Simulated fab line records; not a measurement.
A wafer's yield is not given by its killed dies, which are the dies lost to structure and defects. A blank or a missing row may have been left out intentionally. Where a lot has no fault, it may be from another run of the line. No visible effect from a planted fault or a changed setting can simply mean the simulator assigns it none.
Which tool was responsible? + flow n5Finfet + 24 lots, 72 wafers sampled, at 6 steps of a route of 1938

WHAT THE GAUGES SHOWED, per wafer
N5_BEOL_M2_CD_MEAS_35: target cd 18 nm, target cd y 22.2 nm.
| lot  | measured     | on       | cdNm (nm)      |
|------|--------------|----------|----------------|
| L074 | day 6 11:43  | cdSem-03 | 18.0 18.0 18.0 |
| L075 | day 6 23:39  | cdSem-01 | 17.8 17.6 17.4 |
| L076 | day 7 05:28  | cdSem-03 | 17.6 17.2 17.3 |
| L077 | day 7 07:19  | cdSem-03 | 18.2 17.8 18.1 |
| L078 | day 7 23:49  | cdSem-01 | 17.7 18.2 17.6 |
| L079 | day 8 01:03  | cdSem-01 | 17.8 17.6 18.0 |
| L080 | day 8 03:20  | cdSem-01 | 17.9 17.6 17.5 |
| L081 | day 8 10:27  | cdSem-02 | 17.9 18.1 17.8 |
| L082 | day 8 23:07  | cdSem-03 | 18.3 17.8 17.8 |
| L083 | day 9 07:35  | cdSem-01 | 18.4 18.2 18.1 |
| L084 | day 9 11:17  | cdSem-01 | 18.1 17.6 17.9 |
| L085 | day 9 11:51  | cdSem-02 | 17.9 17.8 17.4 |
| L086 | day 9 19:47  | cdSem-02 | 18.1 17.9 18.1 |
| L087 | day 9 19:49  | cdSem-03 | 17.7 17.9 17.8 |
| L088 | day 10 05:46 | cdSem-01 | 18.4 17.9 17.4 |
| L089 | day 10 10:58 | cdSem-02 | 18.1 17.4 17.4 |
| L090 | day 11 01:21 | cdSem-01 | 17.2 17.4 17.3 |
| L091 | day 11 08:35 | cdSem-01 | 17.8 17.6 17.8 |
| L092 | day 11 14:22 | cdSem-01 | 17.8 17.8 17.9 |
| L093 | day 11 17:17 | cdSem-02 | 18.3 18.0 18.0 |
| L094 | day 11 20:14 | cdSem-02 | 17.7 17.6 18.4 |
| L095 | day 11 21:51 | cdSem-02 | 17.7 17.5 18.3 |
| L097 | day 12 08:17 | cdSem-02 | 18.2 18.4 18.2 |
| L096 | day 12 18:33 | cdSem-01 | 17.5 17.8 17.4 |

N5_BEOL_M2_THK_MEAS_53: measures by xrf.
| lot  | measured     | on           | M2_THK (nm)    |
|------|--------------|--------------|----------------|
| L074 | day 6 15:08  | filmMetro-02 | 42.4 39.5 41.2 |
| L075 | day 7 02:59  | filmMetro-02 | 41.1 40.0 39.1 |
| L076 | day 7 10:54  | filmMetro-02 | 39.0 38.7 38.4 |
| L077 | day 7 11:26  | filmMetro-02 | 41.5 40.1 41.6 |
| L078 | day 8 03:08  | filmMetro-02 | 40.6 40.4 41.8 |
| L079 | day 8 05:20  | filmMetro-02 | 39.2 40.9 39.6 |
| L080 | day 8 07:16  | filmMetro-02 | 39.6 39.4 42.1 |
| L081 | day 8 14:23  | filmMetro-02 | 39.8 40.5 39.7 |
| L082 | day 9 02:56  | filmMetro-01 | 39.7 38.9 38.7 |
| L083 | day 9 11:42  | filmMetro-01 | 42.6 39.7 40.6 |
| L084 | day 9 14:51  | filmMetro-01 | 39.5 39.6 40.2 |
| L085 | day 9 15:41  | filmMetro-02 | 40.3 40.1 40.3 |
| L086 | day 9 23:18  | filmMetro-02 | 41.8 41.0 41.1 |
| L087 | day 9 23:34  | filmMetro-01 | 39.4 39.3 39.5 |
| L088 | day 10 09:02 | filmMetro-01 | 41.2 40.8 39.2 |
| L089 | day 10 14:40 | filmMetro-01 | 38.5 39.4 38.4 |
| L090 | day 11 05:14 | filmMetro-02 | 37.3 36.4 41.1 |
| L091 | day 11 11:59 | filmMetro-02 | 39.8 41.1 40.3 |
| L092 | day 11 18:05 | filmMetro-01 | 39.8 42.0 40.0 |
| L093 | day 11 20:44 | filmMetro-02 | 40.0 41.4 39.3 |
| L094 | day 11 23:33 | filmMetro-02 | 40.5 39.8 39.2 |
| L095 | day 12 02:36 | filmMetro-02 | 38.9 38.6 41.6 |
| L097 | day 12 12:37 | filmMetro-01 | 38.9 39.5 39.5 |
| L096 | day 12 22:08 | filmMetro-01 | 41.8 40.7 40.3 |

N5_BEOL_M2_INSPECT_59: inspects for defects (darkfield).
| lot  | measured     | on               | rawDefectCount |
|------|--------------|------------------|----------------|
| L074 | day 6 15:26  | defectInspect-01 | 47 58 87       |
| L075 | day 7 03:16  | defectInspect-01 | 80 81 93       |
| L076 | day 7 11:11  | defectInspect-02 | 120 66 102     |
| L077 | day 7 11:44  | defectInspect-02 | 118 129 87     |
| L078 | day 8 03:26  | defectInspect-02 | 79 72 55       |
| L079 | day 8 05:38  | defectInspect-01 | 81 94 99       |
| L080 | day 8 07:33  | defectInspect-02 | 47 47 65       |
| L081 | day 8 14:40  | defectInspect-01 | 71 60 75       |
| L082 | day 9 03:15  | defectInspect-01 | 88 58 132      |
| L083 | day 9 11:59  | defectInspect-02 | 100 98 56      |
| L084 | day 9 15:08  | defectInspect-02 | 113 76 49      |
| L085 | day 9 15:59  | defectInspect-01 | 80 79 81       |
| L086 | day 9 23:38  | defectInspect-02 | 93 96 100      |
| L087 | day 9 23:52  | defectInspect-01 | 62 59 49       |
| L088 | day 10 09:22 | defectInspect-01 | 59 96 69       |
| L089 | day 10 14:58 | defectInspect-01 | 74 57 102      |
| L090 | day 11 05:32 | defectInspect-02 | 105 63 74      |
| L091 | day 11 12:17 | defectInspect-02 | 70 77 90       |
| L092 | day 11 18:25 | defectInspect-02 | 60 61 63       |
| L093 | day 11 21:14 | defectInspect-02 | 84 53 65       |
| L094 | day 11 23:55 | defectInspect-02 | 73 53 70       |
| L095 | day 12 03:07 | defectInspect-02 | 68 43 73       |
| L097 | day 12 12:56 | defectInspect-02 | 58 113 53      |
| L096 | day 12 22:26 | defectInspect-02 | 62 57 54       |

N5_BEOL_M3_THK_MEAS_01.
| lot  | measured     | on           | M3_ILD_THK (nm) |
|------|--------------|--------------|-----------------|
| L074 | day 6 15:33  | filmMetro-01 | 78.6 79.5 79.0  |
| L075 | day 7 03:22  | filmMetro-01 | 78.8 78.6 79.7  |
| L076 | day 7 11:18  | filmMetro-02 | 79.1 78.3 79.9  |
| L077 | day 7 11:50  | filmMetro-02 | 77.6 78.4 79.1  |
| L078 | day 8 03:32  | filmMetro-02 | 79.0 79.1 80.6  |
| L079 | day 8 05:44  | filmMetro-01 | 78.4 80.5 81.5  |
| L080 | day 8 07:40  | filmMetro-02 | 78.3 79.6 79.9  |
| L081 | day 8 14:46  | filmMetro-02 | 78.8 78.9 78.9  |
| L082 | day 9 03:22  | filmMetro-02 | 78.9 78.5 79.1  |
| L083 | day 9 12:06  | filmMetro-02 | 79.0 79.2 79.4  |
| L084 | day 9 15:16  | filmMetro-02 | 78.8 79.2 79.6  |
| L085 | day 9 16:06  | filmMetro-02 | 78.4 79.5 79.4  |
| L086 | day 9 23:46  | filmMetro-02 | 78.7 79.4 79.9  |
| L087 | day 9 23:59  | filmMetro-01 | 78.5 77.8 79.4  |
| L088 | day 10 09:29 | filmMetro-02 | 78.5 80.7 80.1  |
| L089 | day 10 15:04 | filmMetro-02 | 78.4 78.8 78.9  |
| L090 | day 11 05:39 | filmMetro-02 | 78.3 79.5 79.1  |
| L091 | day 11 12:23 | filmMetro-01 | 78.1 79.6 80.1  |
| L092 | day 11 18:31 | filmMetro-01 | 77.2 77.0 78.0  |
| L093 | day 11 21:20 | filmMetro-01 | 79.5 81.2 80.0  |
| L094 | day 12 00:01 | filmMetro-02 | 78.1 80.5 79.4  |
| L095 | day 12 03:14 | filmMetro-01 | 78.3 80.6 80.2  |
| L097 | day 12 13:02 | filmMetro-02 | 78.2 77.7 79.4  |
| L096 | day 12 22:32 | filmMetro-01 | 77.4 79.3 79.0  |

WHICH TOOL RAN EACH LOT (tool, then ch and the chambers of the sampled wafers, then the start)
| lot  | N5_BEOL_M2_SPUTTER_48       | N5_BEOL_M2_ANNEAL_87        |
|------|-----------------------------|-----------------------------|
| L074 | pvdSputter-01, day 6 12:31  | pvdSputter-01, day 6 13:15  |
| L075 | pvdSputter-01, day 7 00:26  | pvdSputter-01, day 7 01:10  |
| L076 | pvdSputter-03, day 7 06:56  | pvdSputter-03, day 7 07:41  |
| L077 | pvdSputter-01, day 7 08:16  | pvdSputter-01, day 7 09:01  |
| L078 | pvdSputter-03, day 8 00:35  | pvdSputter-03, day 8 01:20  |
| L079 | pvdSputter-03, day 8 02:47  | pvdSputter-03, day 8 03:32  |
| L080 | pvdSputter-03, day 8 04:43  | pvdSputter-03, day 8 05:27  |
| L081 | pvdSputter-02, day 8 11:50  | pvdSputter-02, day 8 12:34  |
| L082 | pvdSputter-01, day 9 00:23  | pvdSputter-01, day 9 01:07  |
| L083 | pvdSputter-02, day 9 09:09  | pvdSputter-02, day 9 09:53  |
| L084 | pvdSputter-02, day 9 12:18  | pvdSputter-02, day 9 13:02  |
| L085 | pvdSputter-01, day 9 13:08  | pvdSputter-01, day 9 13:53  |
| L086 | pvdSputter-02, day 9 20:45  | pvdSputter-02, day 9 21:29  |
| L087 | pvdSputter-01, day 9 20:59  | pvdSputter-01, day 9 21:44  |
| L088 | pvdSputter-03, day 10 06:30 | pvdSputter-03, day 10 07:14 |
| L089 | pvdSputter-02, day 10 12:07 | pvdSputter-02, day 10 12:52 |
| L090 | pvdSputter-03, day 11 02:41 | pvdSputter-03, day 11 03:26 |
| L091 | pvdSputter-02, day 11 09:26 | pvdSputter-02, day 11 10:10 |
| L092 | pvdSputter-03, day 11 15:12 | pvdSputter-03, day 11 15:56 |
| L093 | pvdSputter-03, day 11 18:10 | pvdSputter-03, day 11 18:55 |
| L094 | pvdSputter-01, day 11 21:00 | pvdSputter-01, day 11 21:44 |
| L095 | pvdSputter-03, day 11 23:29 | pvdSputter-03, day 12 00:14 |
| L097 | pvdSputter-03, day 12 09:58 | pvdSputter-03, day 12 10:42 |
| L096 | pvdSputter-02, day 12 19:34 | pvdSputter-02, day 12 20:19 |
- N5_BEOL_M2_SPUTTER_48: material Cu, target thk 4.5 nm, time 8.29 s.
- N5_BEOL_M2_ANNEAL_87: time 240 s.

WHAT THE TOOLS THEMSELVES READ (means of the sampled wafers that have a number; where no wafer has one, the mark that the record gives instead)
N5_BEOL_M2_SPUTTER_48.
| lot  | tool          | susceptorTempC (C) | throttleValvePct (%) |
|------|---------------|--------------------|----------------------|
| L074 | pvdSputter-01 | -20.17             | 30.8                 |
| L075 | pvdSputter-01 | -19.93             | 30.6                 |
| L076 | pvdSputter-03 | -19.99             | 29.7                 |
| L077 | pvdSputter-01 | -20.02             | 31.1                 |
| L078 | pvdSputter-03 | -20.06             | 30.5                 |
| L079 | pvdSputter-03 | -20.00             | 29.9                 |
| L080 | pvdSputter-03 | -20.05             | 30.2                 |
| L081 | pvdSputter-02 | -19.95             | 29.3                 |
| L082 | pvdSputter-01 | -20.08             | 30.3                 |
| L083 | pvdSputter-02 | -20.00             | 28.9                 |
| L084 | pvdSputter-02 | -20.04             | 29.2                 |
| L085 | pvdSputter-01 | -20.04             | 30.7                 |
| L086 | pvdSputter-02 | -20.10             | 29.2                 |
| L087 | pvdSputter-01 | -19.86             | 30.8                 |
| L088 | pvdSputter-03 | -19.93             | 29.4                 |
| L089 | pvdSputter-02 | -19.97             | 29.1                 |
| L090 | pvdSputter-03 | -20.06             | 30.5                 |
| L091 | pvdSputter-02 | -19.95             | 29.3                 |
| L092 | pvdSputter-03 | -20.04             | 30.5                 |
| L093 | pvdSputter-03 | -20.05             | 30.4                 |
| L094 | pvdSputter-01 | -20.06             | 30.4                 |
| L095 | pvdSputter-03 | -19.99             | 30.5                 |
| L097 | pvdSputter-03 | -20.05             | 29.9                 |
| L096 | pvdSputter-02 | -19.92             | 29.3                 |

N5_BEOL_M2_ANNEAL_87.
| lot  | tool          | heaterPowerW (W) | susceptorTempC (C) |
|------|---------------|------------------|--------------------|
| L074 | pvdSputter-01 | 860              | 399.95             |
| L075 | pvdSputter-01 | 864              | 399.91             |
| L076 | pvdSputter-03 | 835              | 399.89             |
| L077 | pvdSputter-01 | 863              | 399.94             |
| L078 | pvdSputter-03 | 852              | 399.75             |
| L079 | pvdSputter-03 | 813              | 399.96             |
| L080 | pvdSputter-03 | 870              | 399.78             |
| L081 | pvdSputter-02 | 934              | 399.85             |
| L082 | pvdSputter-01 | 852              | 400.01             |
| L083 | pvdSputter-02 | 901              | 399.81             |
| L084 | pvdSputter-02 | 845              | 400.05             |
| L085 | pvdSputter-01 | 839              | 399.93             |
| L086 | pvdSputter-02 | 859              | 399.91             |
| L087 | pvdSputter-01 | 851              | 399.77             |
| L088 | pvdSputter-03 | 824              | 399.88             |
| L089 | pvdSputter-02 | 838              | 399.82             |
| L090 | pvdSputter-03 | 867              | 400.04             |
| L091 | pvdSputter-02 | 934              | 400.08             |
| L092 | pvdSputter-03 | 867              | 400.27             |
| L093 | pvdSputter-03 | 852              | 399.83             |
| L094 | pvdSputter-01 | 844              | 400.05             |
| L095 | pvdSputter-03 | 844              | 399.94             |
| L097 | pvdSputter-03 | 815              | 400.21             |
| L096 | pvdSputter-02 | 912              | 399.96             |

THE ANSWER, worked out from the rows above alone
Rule: usual is defined by the lots themselves. The widest of any qualifying gaps counts: lots, ordered by their means at a reading, are off when they make up no more than a third of the lots, leave a main group of 4 or more, and stand apart from it by 3 or more times the standard deviation of that group's means. Not used: any main group whose means are identical at the precision the tables above print for the reading. Also off: a lot with no number at a reading for which 4 or more lots have one. All remaining lots with rows at the step are treated as sound. The gauges are gone through in route order, then the tools' own readings, and for those a lot's mean is taken as printed above. The first step at which some lot is off is used, and at that step the reading that is off furthest; a lot without a number counts as furthest.
Across all readings shown, no lot is off: no conclusion can be drawn from this.

WHAT WAS PUT IN BY THE SIMULATOR
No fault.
